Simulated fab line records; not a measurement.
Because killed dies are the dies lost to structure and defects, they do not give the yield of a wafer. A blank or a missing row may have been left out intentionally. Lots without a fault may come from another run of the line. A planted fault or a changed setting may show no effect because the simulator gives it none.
Which tool was responsible? ; flow n5Finfet ; 27 wafers from 9 lots sampled at 7 of the route's 1938 steps

## WHAT THE GAUGES SHOWED, per wafer
N5_DUMMY_GATE_THK_MEAS_05. Usual: thkNm reads 71.8 nm (standard deviation 0.88).
lot;measured;on;thkNm (nm);flag
L658;day 3 23:42;filmMetro-01;70.9 70.5 71.0;
L660;day 4 11:43;filmMetro-02;150.0 150.9 150.8;OFF
L661;day 4 20:21;filmMetro-02;151.0 150.6 149.9;OFF
L662;day 5 04:48;filmMetro-02;150.1 150.8 150.3;OFF
L670;day 7 01:17;filmMetro-01;73.6 72.3 73.4;
L671;day 7 05:37;filmMetro-01;71.4 70.6 70.3;
L672;day 7 10:34;filmMetro-01;71.9 71.7 71.1;
L673;day 7 18:58;filmMetro-01;71.2 70.6 72.3;
L676;day 8 10:49;filmMetro-01;73.5 71.3 71.9;

N5_DUMMY_GATE_INSPECT_27: inspects for defects (brightfield). Usual: rawDefectCount reads 297 (standard deviation 71).
lot;measured;on;rawDefectCount;flag
L658;day 4 05:28;defectInspect-02;300 332 295;
L660;day 4 17:41;defectInspect-02;3086 2685 2965;OFF
L661;day 5 02:11;defectInspect-01;3016 3101 2775;OFF
L662;day 5 10:35;defectInspect-02;2932 2714 3065;OFF
L670;day 7 06:59;defectInspect-02;284 273 362;
L671;day 7 11:11;defectInspect-01;256 181 233;
L672;day 7 16:31;defectInspect-02;277 359 330;
L673;day 8 00:35;defectInspect-01;272 259 216;
L676;day 8 16:50;defectInspect-01;332 279 371;

N5_BEOL_M4_RC_MEAS_101. Usual: DIBL_N 35.9 mV/V, standard deviation 1.3; DIBL_P 35.9 mV/V, standard deviation 1.5; IOFF_N 0.152 nA/um, standard deviation 0.023; IOFF_P 0.204 nA/um, standard deviation 0.027; ION_N 673 uA/um, standard deviation 9.2; ION_P 462 uA/um, standard deviation 6.7; SS_N 71.4 mV/dec, standard deviation 0.48; SS_P 73.2 mV/dec, standard deviation 0.55; VT_N 250.3 mV, standard deviation 2.6; VT_P -250.6 mV, standard deviation 3.
lot;measured;on;DIBL_N (mV/V);DIBL_P (mV/V);IOFF_N (nA/um);IOFF_P (nA/um);ION_N (uA/um);ION_P (uA/um);SS_N (mV/dec);SS_P (mV/dec);VT_N (mV);VT_P (mV);flag
L658;day 9 16:45;prober-01;36.4 37.3 35.5;35.8 37.5 35.5;0.154 0.167 0.135;0.200 0.220 0.189;679 662 666;463 460 463;72.0 71.9 71.7;73.5 74.8 72.9;249.3 248.3 249.8;-250.5 -250.0 -253.4;
L670;day 13 14:47;prober-01;36.5 36.6 36.1;36.9 37.0 36.0;0.146 0.141 0.139;0.178 0.178 0.168;671 660 674;459 451 457;70.9 70.4 71.4;73.0 72.9 73.4;250.3 250.9 249.9;-251.8 -254.6 -253.8;
L671;day 13 14:14;prober-02;34.5 33.8 35.7;36.0 35.6 37.6;0.143 0.137 0.164;0.198 0.187 0.223;681 665 681;470 466 467;71.5 71.2 71.5;73.3 73.1 73.5;252.2 253.1 249.4;-248.9 -253.0 -251.9;
L672;day 13 17:34;prober-01;36.5 35.8 36.4;36.4 35.8 36.3;0.174 0.162 0.172;0.228 0.218 0.228;688 681 677;471 469 468;71.9 72.0 71.1;72.9 72.9 72.5;246.3 248.6 245.5;-248.1 -249.2 -247.2;
L673;day 13 17:28;prober-02;36.1 36.2 35.4;36.0 36.6 35.8;0.162 0.164 0.149;0.183 0.187 0.176;675 668 669;454 455 452;71.9 72.0 71.4;73.0 73.8 73.1;250.0 248.5 250.2;-253.1 -255.2 -256.0;
L676;day 14 22:47;prober-02;35.3 35.2 35.9;34.3 34.4 35.3;0.134 0.130 0.146;0.219 0.216 0.240;657 667 678;466 471 477;71.6 71.4 71.1;73.2 72.1 73.7;252.8 249.9 251.0;-247.0 -247.9 -244.7;

## EACH LOT AND THE TOOL THAT RAN IT (in order: tool; ch and the chambers of the sampled wafers; start)
lot;N5_FIN_CUT_ETCH_21;N5_STI_FIN_REVEAL_DENSIFY_30;N5_STI_FIN_REVEAL_RECESS_09;N5_DUMMY_GATE_CMP_04
L658;rieDiel-06 ch 0,2, day 3 08:58;rtpAnneal-02 ch 0, day 3 15:59;vaporEtch-01 ch 0,1, day 3 17:02;cmp-01 ch 0,2,3, day 3 23:31
L660;rieDiel-06 ch 0,3, day 3 20:54;rtpAnneal-02 ch 0, day 4 04:14;vaporEtch-02 ch 1, day 4 04:43;cmp-03 ch 0,2,3, day 4 11:28
L661;rieDiel-03 ch 1,2, day 4 03:26;rtpAnneal-01 ch 0, day 4 09:58;vaporEtch-02 ch 0,1, day 4 10:26;cmp-01 ch 0,1,2, day 4 20:07
L662;rieDiel-01 ch 0,1, day 4 11:10;rtpAnneal-02 ch 0, day 4 17:26;vaporEtch-02 ch 0,1, day 4 17:53;cmp-03 ch 0,3, day 5 04:35
L670;rieDiel-06 ch 0,1, day 6 10:08;rtpAnneal-01 ch 0, day 6 17:14;vaporEtch-01 ch 0,1, day 6 18:10;cmp-01 ch 1,2, day 7 01:02
L671;rieDiel-03 ch 1,2,3, day 6 14:43;rtpAnneal-02 ch 0, day 6 21:25;vaporEtch-01 ch 0,1, day 6 21:58;cmp-03 ch 1,2, day 7 05:24
L672;rieDiel-03 ch 2,3, day 6 20:40;rtpAnneal-02 ch 0, day 7 03:00;vaporEtch-01 ch 0,1, day 7 04:02;cmp-01 ch 1,2,3, day 7 10:23
L673;rieDiel-03 ch 0,1,2, day 7 03:47;rtpAnneal-02 ch 0, day 7 10:37;vaporEtch-02 ch 0,1, day 7 11:05;cmp-03 ch 0,1,2, day 7 18:43
L676;rieDiel-06 ch 0,2,3, day 7 21:03;rtpAnneal-01 ch 0, day 8 03:22;vaporEtch-02 ch 0, day 8 03:47;cmp-03 ch 2,3, day 8 10:36
- N5_FIN_CUT_ETCH_21: etches SOC in N2/H2, target depth 219 nm, overetch 43.8 nm, time 523.5 s.
- N5_STI_FIN_REVEAL_DENSIFY_30
- N5_STI_FIN_REVEAL_RECESS_09: chemistry HF/NH3, target SiO2, afs cycles 11, target depth 42.5 nm, sublimation time 60 s.
- N5_DUMMY_GATE_CMP_04: polishes a-Si.

## AS READ BY THE TOOLS THEMSELVES (means over the sampled wafers that have a number; for cases with no such wafer, the mark the record gives instead)
N5_FIN_CUT_ETCH_21. Usual: drypumpMotorCurrentA 5.52 A, standard deviation 0.3; oesProductAu 0.73 a.u., standard deviation 0.065; rfVppV 240.7 V, standard deviation 1.3; showerheadPlenumPTorr 2.54 Torr, standard deviation 0.09; tempC 39.97 C, standard deviation 0.11; throttleValvePct 17.79 %, standard deviation 0.27.
lot;tool;drypumpMotorCurrentA (A);oesProductAu (a.u.);rfVppV (V);showerheadPlenumPTorr (Torr);tempC (C);throttleValvePct (%);flag
L658;rieDiel-06;5.79;0.81;242.3;2.66;39.95;17.57;
L660;rieDiel-06;5.19;0.75;239.8;2.49;39.84;17.69;
L661;rieDiel-03;5.27;0.72;239.7;2.48;40.00;17.97;
L662;rieDiel-01;5.42;0.71;240.9;2.62;39.91;17.87;
L670;rieDiel-06;5.80;0.83;241.9;2.60;39.99;17.50;
L671;rieDiel-03;5.41;0.69;239.3;2.47;39.95;17.95;
L672;rieDiel-03;5.59;0.67;239.9;2.53;39.88;18.17;
L673;rieDiel-03;5.37;0.70;239.9;2.47;39.92;17.76;
L676;rieDiel-06;5.51;0.74;240.6;2.56;39.98;17.69;

N5_STI_FIN_REVEAL_DENSIFY_30. Usual: lampPowerPct 11.52 %, standard deviation 0.057; lamp_zone_4_pct 11.528 %, standard deviation 0.022.
lot;tool;lampPowerPct (%);lamp_zone_4_pct (%);flag
L658;rtpAnneal-02;11.54;11.523;
L660;rtpAnneal-02;11.52;11.527;
L661;rtpAnneal-01;11.49;11.523;
L662;rtpAnneal-02;11.51;11.538;
L670;rtpAnneal-01;11.52;11.523;
L671;rtpAnneal-02;11.56;11.534;
L672;rtpAnneal-02;11.49;11.518;
L673;rtpAnneal-02;11.54;11.529;
L676;rtpAnneal-01;11.48;11.507;

N5_STI_FIN_REVEAL_RECESS_09. Usual: drypumpMotorCurrentA 5.74 A, standard deviation 0.2; tempC 29.98 C, standard deviation 0.094.
lot;tool;drypumpMotorCurrentA (A);tempC (C);flag
L658;vaporEtch-01;5.65;29.90;
L660;vaporEtch-02;5.55;29.86;
L661;vaporEtch-02;5.87;29.92;
L662;vaporEtch-02;5.72;29.94;
L670;vaporEtch-01;5.72;29.93;
L671;vaporEtch-01;5.76;29.97;
L672;vaporEtch-01;5.64;30.04;
L673;vaporEtch-02;5.74;30.00;
L676;vaporEtch-02;6.02;30.13;

N5_DUMMY_GATE_CMP_04. Usual: edgeZonePressureFrac 1.001, standard deviation 0.0049; motorCurrentA 10.2 A, standard deviation 0.8; timeToEndpointS 13.4 s, standard deviation 2.2.
lot;tool;edgeZonePressureFrac;motorCurrentA (A);timeToEndpointS (s);flag
L658;cmp-01;1.003;9.4;11.0;
L660;cmp-03;-;-;-;OFF
L661;cmp-01;-;-;-;OFF
L662;cmp-03;-;-;-;OFF
L670;cmp-01;0.996;10.6;13.5;
L671;cmp-03;1.003;10.4;11.8;
L672;cmp-01;1.003;9.7;15.8;
L673;cmp-03;1.004;10.9;11.8;
L676;cmp-03;1.003;10.3;14.1;

## THE ANSWER, worked out from the rows above alone
Rule: a lot counts as off when the mean over its wafers that have a number is more than 3 standard deviations away from the usual mean. A lot without any number at a reading at which 4 lots or more have one is off too. The other lots that the step has rows for count as sound. The gauges are gone through in route order, then the tools' own readings, and for those a lot's mean is taken as printed above. The first step at which some lot is off is used, and at that step the reading that is off furthest; a lot without a number counts as furthest.
Off, at N5_DUMMY_GATE_THK_MEAS_05 on thkNm: L660, L661, L662.
If a tool, at a process step before that reading, ran all the lots that are off and no sound lot after the first of them, it fits. Not tried: the gauges at N5_DUMMY_GATE_THK_MEAS_05; whatever is off there is also off at N5_DUMMY_GATE_INSPECT_27, on other tools, and gauge error can't account for it. Not one of the candidates tried fits.

## WHAT THE SIMULATOR HAD INSERTED
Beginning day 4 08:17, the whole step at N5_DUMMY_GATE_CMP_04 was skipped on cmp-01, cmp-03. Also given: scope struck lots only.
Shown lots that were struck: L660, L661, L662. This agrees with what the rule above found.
